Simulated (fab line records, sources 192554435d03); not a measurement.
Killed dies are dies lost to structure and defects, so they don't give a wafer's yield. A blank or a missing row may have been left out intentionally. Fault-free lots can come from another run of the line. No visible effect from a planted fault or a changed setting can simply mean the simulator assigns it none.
Which tool did it?    flow n5 finfet    Sampling: 10 lots, 30 wafers, 5 of 1938 route steps

== WHAT THE GAUGES READ, wafer by wafer ==
N5_BEOL_M3_THK_MEAS_53: measures by xrf.
lot   measured      on             M3_THK (nm)
L789  day 8 03:56   film metro-01  41.2 41.0 41.3
L791  day 8 10:08   film metro-01  40.1 41.0 41.9
L790  day 8 10:16   film metro-02  40.1 38.6 40.1
L793  day 8 17:31   film metro-02  40.2 41.1 42.0
L795  day 9 00:58   film metro-02  41.6 42.4 41.1
L798  day 10 00:49  film metro-01  39.6 40.1 41.5
L797  day 10 02:10  film metro-02  40.3 40.2 41.4
L807  day 12 18:50  film metro-01  40.0 39.2 41.7
L808  day 13 02:59  film metro-02  38.2 38.3 39.6
L810  day 13 09:06  film metro-02  37.1 40.3 39.3

N5_BEOL_M4_RC_MEAS_101.
lot   measured      on         DIBL_N (mV/V)   DIBL_P (mV/V)   IOFF_N (nA/um)     IOFF_P (nA/um)     ION_N (uA/um)  ION_P (uA/um)  SS_N (mV/dec)   SS_P (mV/dec)   VT_N (mV)          VT_P (mV)
L789  day 8 16:16   prober-01  35.2 33.2 34.6  35.6 33.7 34.7  0.168 0.141 0.152  0.230 0.197 0.206  678 680 673    466 463 463    71.2 70.2 71.4  72.4 72.3 73.0  247.5 251.0 249.4  -248.2 -248.5 -247.2
L791  day 8 23:56   prober-02  34.7 35.5 35.3  34.2 35.7 34.9  0.138 0.151 0.144  0.192 0.212 0.207  671 678 673    461 464 460    71.9 71.5 71.2  73.5 73.1 73.0  247.8 248.7 247.1  -249.0 -249.7 -249.5
L790  day 9 00:26   prober-01  36.7 35.8 35.3  38.0 37.4 36.7  0.175 0.163 0.156  0.212 0.192 0.185  683 692 680    463 462 461    72.8 72.6 72.0  73.2 72.9 72.8  251.0 249.6 250.9  -252.0 -252.6 -254.4
L793  day 9 07:11   prober-02  35.7 35.0 35.7  36.7 35.6 37.1  0.159 0.147 0.171  0.223 0.202 0.229  679 667 686    466 464 463    72.1 71.3 71.1  73.0 72.2 72.8  247.3 246.3 245.7  -249.0 -247.8 -248.5
L795  day 9 23:45   prober-02  36.8 34.2 36.4  37.3 34.0 37.8  0.168 0.117 0.171  0.235 0.185 0.241  688 671 680    473 464 470    71.8 70.6 72.0  74.4 73.1 73.7  249.5 252.3 249.9  -250.4 -251.4 -248.4
L798  day 10 14:46  prober-02  37.4 35.9 35.4  36.9 35.8 34.2  0.174 0.151 0.139  0.204 0.184 0.163  678 673 669    457 455 452    71.3 71.7 71.7  72.9 72.6 72.9  247.5 249.7 251.3  -251.8 -251.9 -254.3
L797  day 10 17:40  prober-02  37.8 36.7 36.5  39.7 38.3 38.4  0.184 0.150 0.155  0.225 0.195 0.202  672 670 665    456 455 455    71.7 72.2 72.2  73.4 73.2 73.6  248.0 251.5 248.2  -251.6 -253.9 -252.6
L807  day 13 03:52  prober-01  36.2 37.8 36.0  35.7 38.1 35.0  0.165 0.204 0.163  0.241 0.281 0.226  672 679 673    468 466 461    71.8 72.0 72.0  73.2 73.2 73.2  247.8 245.2 249.5  -249.2 -245.0 -249.3
L808  day 13 14:13  prober-02  34.4 37.6 36.8  32.6 37.1 35.8  0.107 0.159 0.135  0.163 0.227 0.200  665 670 660    465 465 457    71.2 71.1 72.2  72.1 73.9 73.2  252.2 249.6 253.0  -253.7 -247.9 -249.8
L810  day 13 20:19  prober-01  37.1 37.5 37.0  36.6 37.4 37.1  0.175 0.194 0.192  0.236 0.260 0.255  681 680 692    469 468 478    71.5 71.4 70.6  73.4 74.0 73.7  250.5 246.3 244.7  -247.9 -245.3 -246.4

== EACH LOT AND THE TOOL THAT RAN IT (in order: tool; ch and the chambers of the sampled wafers; start) ==
lot   N5_BEOL_M3_SPUTTER_96         N5_BEOL_M3_CO_CAP_55              N5_BEOL_M4_COAT_73
L789  pvd sputter-03, day 8 03:08   cvd co-02 ch 0,1,2, day 8 04:01   litho track-01 ch 0, day 8 06:37
L791  pvd sputter-03, day 8 09:19   cvd co-02 ch 0,1,2, day 8 10:12   litho track-02 ch 0, day 8 11:23
L790  pvd sputter-01, day 8 09:28   cvd co-01 ch 0,1,2, day 8 10:20   litho track-01 ch 0, day 8 11:29
L793  pvd sputter-01, day 8 16:43   cvd co-02 ch 0,1,2, day 8 17:35   litho track-03 ch 0, day 8 19:38
L795  pvd sputter-01, day 9 00:11   cvd co-02 ch 0,2, day 9 01:06     litho track-01 ch 0, day 9 01:44
L798  pvd sputter-02, day 10 00:02  cvd co-01 ch 0,2, day 10 00:54    litho track-01 ch 0, day 10 02:59
L797  pvd sputter-03, day 10 01:10  cvd co-01 ch 1,2, day 10 02:14    litho track-03 ch 0, day 10 04:02
L807  pvd sputter-01, day 12 17:58  cvd co-02 ch 0,1,2, day 12 18:55  litho track-03 ch 0, day 12 20:14
L808  pvd sputter-03, day 13 02:11  cvd co-01 ch 0,1,2, day 13 03:04  litho track-03 ch 0, day 13 03:36
L810  pvd sputter-03, day 13 08:19  cvd co-02 ch 0,1, day 13 09:11    litho track-02 ch 0, day 13 10:27
- N5_BEOL_M3_SPUTTER_96: material Cu, target thk 4.5 nm, time 8.29 s.
- N5_BEOL_M3_CO_CAP_55: material Co, precursor CCTBA/H2, target thk 2 nm, time 102.1 s.
- N5_BEOL_M4_COAT_73: time 60 s, resist thk 5 nm.

== AS READ BY THE TOOLS THEMSELVES (means over the sampled wafers that have a number; for cases with no such wafer, the mark the record gives instead) ==
N5_BEOL_M3_SPUTTER_96.
lot   tool            throttle valve pct (%)
L789  pvd sputter-03  30.5
L791  pvd sputter-03  30.0
L790  pvd sputter-01  29.6
L793  pvd sputter-01  30.0
L795  pvd sputter-01  29.7
L798  pvd sputter-02  30.4
L797  pvd sputter-03  30.0
L807  pvd sputter-01  29.7
L808  pvd sputter-03  30.1
L810  pvd sputter-03  30.2

N5_BEOL_M3_CO_CAP_55.
lot   tool       chamber pressure Torr (Torr)  heater power outer w (W)  heater power w (W)
L789  cvd co-02  29.98                         129                       236
L791  cvd co-02  30.02                         131                       237
L790  cvd co-01  29.96                         111                       214
L793  cvd co-02  30.05                         128                       241
L795  cvd co-02  29.97                         125                       233
L798  cvd co-01  29.95                         118                       221
L797  cvd co-01  30.00                         103                       194
L807  cvd co-02  29.97                         129                       241
L808  cvd co-01  30.04                         112                       213
L810  cvd co-02  29.93                         138                       251

N5_BEOL_M4_COAT_73.
lot   tool            heater power total W (W)  plate temp C (C)
L789  litho track-01  392.0                     204.97
L791  litho track-02  392.4                     204.84
L790  litho track-01  392.1                     205.08
L793  litho track-03  392.5                     205.13
L795  litho track-01  391.6                     204.86
L798  litho track-01  391.1                     204.98
L797  litho track-03  391.6                     204.83
L807  litho track-03  409.0                     211.86
L808  litho track-03  408.4                     212.06
L810  litho track-02  392.1                     204.97

== THE ANSWER, worked out from the rows above alone ==
Rule: the usual values come from the lots themselves. The widest of any qualifying gaps counts: lots, ordered by their means at a reading, are off when they make up no more than a third of the lots, leave a main group of 4 or more, and stand apart from it by 3 or more times the standard deviation of that group's means. The tables above print the reading to a certain number of digits; a main group whose means all agree to those digits is not used. Also off: a lot with no number at a reading for which 4 or more lots have one. The other lots that the step has rows for count as sound. After the gauges, taken in route order, come the tools' own readings; for these a lot's mean is taken, as printed above. The first step at which some lot is off is used, and at that step the reading that is off furthest; a lot without a number counts as furthest.
Off at N5_BEOL_M4_COAT_73 (plate temp C): L807, L808. For the main group the mean is 204.96 C and the standard deviation 0.1.
If a tool, at that step or one of the process steps before it, ran each lot that is off and ran no sound lot following the first of them, it fits. One fits: litho track-03 at N5_BEOL_M4_COAT_73. A fault onset in the window from L797 (day 10 04:02, its last sound lot) to L807 (day 12 20:14, its first lot off) fits.
The tool's own readings at N5_BEOL_M4_COAT_73 bear it out: on the lots that are off they differ by more than 5 times the standard deviation of the sound lots' means. heater power total W reads 408.7 W there against 391.9 W on the sound lots; plate temp C reads 211.96 C there against 204.96 C on the sound lots.

== WHAT WAS PUT IN BY THE SIMULATOR ==
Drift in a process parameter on litho track-03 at N5_BEOL_M4_COAT_73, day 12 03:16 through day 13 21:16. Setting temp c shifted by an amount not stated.
Struck lots among those shown: L807, L808. This agrees with what the rule above found.
